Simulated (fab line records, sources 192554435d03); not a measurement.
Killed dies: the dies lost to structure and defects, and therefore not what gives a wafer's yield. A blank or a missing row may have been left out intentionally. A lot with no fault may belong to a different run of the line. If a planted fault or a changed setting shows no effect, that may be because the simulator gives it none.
Problem report in the 8D (eight disciplines) form, filled by code || flow n5Finfet || the parts of the form that need people (team, actions taken, sign-off) are left out

## 1. THE PROBLEM
COMB_M4_max_site at N5_BEOL_M4_RC_MEAS_101 reads a mean of 4.6e-10 S/m on 6 wafers of 2 lots; wafers without a fault read 8.7e-11 S/m with a standard deviation of 2.2e-11. That is +17 standard deviations from the usual mean.
The first sign was on wafer L994.2 at day 12 22:44, on prober-02. The record has a number at this step for 30 wafers belonging to 10 lots. By rule, "out" or "out of limits" means more than 4 standard deviations away from the usual mean. The other wafers with a number count as sound.

## 2. WHAT IT IS; WHAT IT IS NOT
{"question": "which readings at this step", "is": "COMB_M4_max_site", "is not": "DIBL_N, DIBL_P, IOFF_N, IOFF_P, ION_N, ION_P, SS_N, SS_P, VT_N, VT_P"}
{"question": "which lots", "is": "L994, L997", "is not": "L101, L106, L983, L985, L986, L987, L988, L998"}
{"question": "which wafers of those lots", "is": "all that have a number", "is not": "-"}
{"question": "read on which gauges", "is": "prober-01, prober-02", "is not": "-"}
{"question": "when", "is": "from day 12 22:44", "is not": "up to then (15 sound wafers); but 9 sound wafers of L101, L106, L998 came after"}

## 3. THE SUSPECTS, EACH WITH WHAT RULES IT OUT
Counting: a tool stays on the suspect list if, at a process step up to the reading, it processed all lots that are out and no sound lot following the first of them.
- the gauge at N5_BEOL_M4_RC_MEAS_101: ruled out. 2 gauges (prober-01, prober-02) read the wafers that are out.
- aldMetal-04 at N5_BEOL_M4_ALD_84 (deposits TaN, pulse time 2 s, purge time 3 s, co reactant purge time 2 s): kept. Every lot that is out went through it, starting with L994 (day 12 19:13), and after that it ran no sound lot; the last sound lot it ran before then is L988 (day 11 04:39).
Left after counting: aldMetal-04 at N5_BEOL_M4_ALD_84.

## 4. THE CAUSE (what the simulator had put in)
Site profile drift: aldMetal-04, from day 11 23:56 on, at N5_BEOL_M4_ALD_84. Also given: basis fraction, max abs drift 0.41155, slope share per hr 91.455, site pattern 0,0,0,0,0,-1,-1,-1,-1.
Only this tool survived the counting.

## 5. THE EFFECT CHAIN, in route order
Each row: a reading where the mean over the struck wafers with a number is more than 3 standard deviations away from the usual. Only readings whose record carries a usual standard deviation are examined. hours: median over the lots of the time between each lot's start at the first step of this table that gives one and its start at this step. sigmas: the change, counted in usual standard deviations.
{"hours": 0, "step": "N5_BEOL_M4_RC_MEAS_101", "reading": "COMB_M4_max_site", "usual": "8.7e-11 S/m", "on struck wafers": 4.6e-10, "change": "+3.8e-10", "sigmas": "+17"}
{"hours": 112, "step": "N5_PASSIVATION_PROBE_49", "reading": "killed_at_M4_up", "usual": 15, "on struck wafers": 45, "change": "+30", "sigmas": "+5.0"}
{"hours": 112, "step": "N5_PASSIVATION_PROBE_49", "reading": "killedOnRim", "usual": 13, "on struck wafers": 29, "change": "+16", "sigmas": "+4.0"}
Here are the process steps it includes:
- N5_PASSIVATION_PROBE_49

## 6. WHAT WOULD HAVE CAUGHT IT SOONER
In this record the first reading out of limits at a measuring or inspecting step was taken at day 12 22:44, 23 hours after the fault began at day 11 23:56.
No tool reading at N5_BEOL_M4_ALD_84 that has a usual standard deviation in the record was out on any struck wafer, so an alarm limit of 4 standard deviations on those readings would not have fired.
Among the 2 lots that are out, L997 began N5_BEOL_M4_ALD_84 on aldMetal-04 after day 12 22:44. Putting the tool on hold at that point would have spared it.
